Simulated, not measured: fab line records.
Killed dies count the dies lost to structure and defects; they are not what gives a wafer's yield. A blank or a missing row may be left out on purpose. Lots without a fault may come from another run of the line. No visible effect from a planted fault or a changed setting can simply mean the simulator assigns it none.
Which tool did it?    flow nand harc    14 lots with 42 wafers sampled at 6 steps, on a route of 1159 steps

## WHAT EACH GAUGE READ, for each wafer
NHARC_A_ONON_D1_THK_MEAS_21: measures by ellipsometry.
lot   measured      on             thk nm (nm)
L320  day 8 08:01   film metro-02  997 998 998
L323  day 8 15:18   film metro-01  1005 1006 1003
L324  day 9 03:01   film metro-01  1000 1001 999
L326  day 9 09:26   film metro-01  1002 1003 1002
L328  day 10 00:16  film metro-02  991 992 991
L327  day 10 00:30  film metro-02  1003 1004 1001
L330  day 10 09:31  film metro-01  997 997 998
L334  day 11 06:41  film metro-01  1579 1576 1577
L331  day 11 06:20  film metro-01  1567 1567 1569
L333  day 12 01:48  film metro-01  1010 1008 1008
L338  day 12 19:25  film metro-01  1012 1014 1012
L340  day 13 14:17  film metro-02  1007 1007 1007
L341  day 13 13:56  film metro-02  1008 1007 1005
L342  day 13 14:15  film metro-02  994 993 992

NHARC_END_SORT_01.
lot   measured      on         killed at array  killed at other  killed at periphery  killed dies  killed open  killed short
L334  day 22 09:46  prober-02  677 676 675      0 1 0            0 0 2                677 677 677  8 2 5        0 1 3

## EACH LOT AND THE TOOL THAT RAN IT (in order: tool; ch and the chambers of the sampled wafers; start)
lot   NHARC_P_BONDPAD_PRE_CLEAN_26             NHARC_P_BONDPAD_ANNEAL_28         NHARC_A_ZERO_WELL_RTA_16          NHARC_A_ONON_D1_DEP_19
L320  pvd sputter-02, day 6 20:53 or earlier   rtp anneal-01 ch 0, day 6 20:53   rtp anneal-02 ch 0, day 7 00:33   pecvd onon-02 ch 0, day 8 07:30
L323  pvd sputter-01, day 7 02:19 or earlier   rtp anneal-02 ch 0, day 7 02:19   rtp anneal-01 ch 0, day 7 05:52   pecvd onon-04 ch 0, day 8 14:51
L324  pvd sputter-01, day 7 10:22 or earlier   rtp anneal-01 ch 0, day 7 10:22   rtp anneal-01 ch 0, day 7 14:08   pecvd onon-02 ch 0, day 9 02:30
L326  pvd sputter-03, day 7 21:53 or earlier   rtp anneal-02 ch 0, day 7 21:53   rtp anneal-02 ch 0, day 8 01:26   pecvd onon-04 ch 0, day 9 09:02
L328  pvd sputter-02, day 8 08:20 or earlier   rtp anneal-02 ch 0, day 8 08:20   rtp anneal-02 ch 0, day 8 11:46   pecvd onon-01 ch 0, day 9 23:46
L327  pvd sputter-02, day 8 09:02 or earlier   rtp anneal-02 ch 0, day 8 09:02   rtp anneal-01 ch 0, day 8 12:30   pecvd onon-02 ch 0, day 10 00:02
L330  pvd sputter-03, day 8 23:56 or earlier   rtp anneal-02 ch 0, day 8 23:56   rtp anneal-02 ch 0, day 9 03:16   pecvd onon-02 ch 0, day 10 09:01
L334  pvd sputter-02, day 9 19:43 or earlier   rtp anneal-01 ch 0, day 9 19:43   rtp anneal-01 ch 0, day 9 23:03   pecvd onon-02 ch 0, day 11 06:17
L331  pvd sputter-01, day 9 20:25 or earlier   rtp anneal-01 ch 0, day 9 20:25   rtp anneal-02 ch 0, day 9 23:49   pecvd onon-02 ch 0, day 11 06:00
L333  pvd sputter-02, day 10 12:10 or earlier  rtp anneal-02 ch 0, day 10 12:10  rtp anneal-02 ch 0, day 10 15:42  pecvd onon-04 ch 0, day 12 01:17
L338  pvd sputter-01, day 11 03:18 or earlier  rtp anneal-02 ch 0, day 11 03:18  rtp anneal-01 ch 0, day 11 06:46  pecvd onon-04 ch 0, day 12 18:58
L340  pvd sputter-02, day 12 01:50 or earlier  rtp anneal-02 ch 0, day 12 01:50  rtp anneal-02 ch 0, day 12 05:22  pecvd onon-04 ch 0, day 13 13:53
L341  pvd sputter-01, day 12 02:49 or earlier  rtp anneal-02 ch 0, day 12 02:49  rtp anneal-02 ch 0, day 12 06:07  pecvd onon-04 ch 0, day 13 13:25
L342  pvd sputter-03, day 12 03:05 or earlier  rtp anneal-01 ch 0, day 12 03:05  rtp anneal-01 ch 0, day 12 06:48  pecvd onon-01 ch 0, day 13 13:47
- NHARC_P_BONDPAD_PRE_CLEAN_26: time 30 s.
- NHARC_P_BONDPAD_ANNEAL_28: time 90 s.
- NHARC_A_ZERO_WELL_RTA_16: time 10 s.
- NHARC_A_ONON_D1_DEP_19: target thk 1000 nm.

## AS READ BY THE TOOLS THEMSELVES (means over the sampled wafers that have a number; for cases with no such wafer, the mark the record gives instead)
NHARC_P_BONDPAD_PRE_CLEAN_26.
lot   tool            heater power w (W)
L320  pvd sputter-02  398
L323  pvd sputter-01  457
L324  pvd sputter-01  419
L326  pvd sputter-03  470
L328  pvd sputter-02  405
L327  pvd sputter-02  403
L330  pvd sputter-03  496
L334  pvd sputter-02  399
L331  pvd sputter-01  473
L333  pvd sputter-02  418
L338  pvd sputter-01  462
L340  pvd sputter-02  409
L341  pvd sputter-01  445
L342  pvd sputter-03  461

NHARC_P_BONDPAD_ANNEAL_28.
lot   tool           wafer_temp_C_max
L320  rtp anneal-01  226.8
L323  rtp anneal-02  226.2
L324  rtp anneal-01  226.7
L326  rtp anneal-02  225.9
L328  rtp anneal-02  226.3
L327  rtp anneal-02  225.9
L330  rtp anneal-02  225.8
L334  rtp anneal-01  226.5
L331  rtp anneal-01  227.0
L333  rtp anneal-02  226.0
L338  rtp anneal-02  226.1
L340  rtp anneal-02  225.9
L341  rtp anneal-02  226.2
L342  rtp anneal-01  226.7

NHARC_A_ZERO_WELL_RTA_16.
lot   tool           lamp power pct (%)  wafer_temp_C_max
L320  rtp anneal-02  33.8                1004.0
L323  rtp anneal-01  29.6                1006.5
L324  rtp anneal-01  29.7                1008.1
L326  rtp anneal-02  33.9                1004.4
L328  rtp anneal-02  33.8                1004.0
L327  rtp anneal-01  29.6                1008.0
L330  rtp anneal-02  33.8                1003.9
L334  rtp anneal-01  29.7                1006.7
L331  rtp anneal-02  33.8                1004.6
L333  rtp anneal-02  33.8                1004.5
L338  rtp anneal-01  29.6                1007.2
L340  rtp anneal-02  33.8                1004.1
L341  rtp anneal-02  33.9                1003.5
L342  rtp anneal-01  29.7                1006.7

NHARC_A_ONON_D1_DEP_19.
lot   tool           n2 flow sccm (sccm)
L320  pecvd onon-02  2749
L323  pecvd onon-04  2756
L324  pecvd onon-02  2750
L326  pecvd onon-04  2754
L328  pecvd onon-01  2753
L327  pecvd onon-02  2750
L330  pecvd onon-02  2750
L334  pecvd onon-02  2748
L331  pecvd onon-02  2753
L333  pecvd onon-04  2756
L338  pecvd onon-04  2752
L340  pecvd onon-04  2746
L341  pecvd onon-04  2761
L342  pecvd onon-01  2745

## THE ANSWER, worked out from the rows above alone
Rule: the lots themselves supply what counts as usual. The widest of any qualifying gaps counts: lots, ordered by their means at a reading, are off when they make up no more than a third of the lots, leave a main group of 4 or more, and stand apart from it by 3 or more times the standard deviation of that group's means. If all means in a main group match to the digits the tables above print for the reading, that group is not used. Also off: a lot with no number at a reading for which 4 or more lots have one. All remaining lots with rows at the step are treated as sound. The gauges are gone through in route order, then the tools' own readings, and for those a lot's mean is taken as printed above. The first step at which some lot is off is used, and at that step the reading that is off furthest; a lot without a number counts as furthest.
Off: L334, L331 (NHARC_A_ONON_D1_THK_MEAS_21, thk nm). For the main group the mean is 1002 nm and the standard deviation 6.1.
A tool fits if, at a process step before that reading, it ran every lot that is off, and no sound lot after the first of them. Those tools and the gauges at NHARC_A_ONON_D1_THK_MEAS_21 are tried in the same way. Because NHARC_P_BONDPAD_PRE_CLEAN_26 lacks a start for some lots, the hours and order of its lots are taken from NHARC_P_BONDPAD_ANNEAL_28. One candidate fits, namely pecvd onon-02 at NHARC_A_ONON_D1_DEP_19. A fault onset in the window from L330 (day 10 09:01, its last sound lot) to L331 (day 11 06:00, its first lot off) fits.

## WHAT HAD BEEN PUT IN BY THE SIMULATOR
Process parameters drifting: pecvd onon-02 at NHARC_A_ONON_D1_DEP_19, beginning at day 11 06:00. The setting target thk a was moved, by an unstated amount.
Struck lots among those shown: L331, L334. The same result came from the rule above.
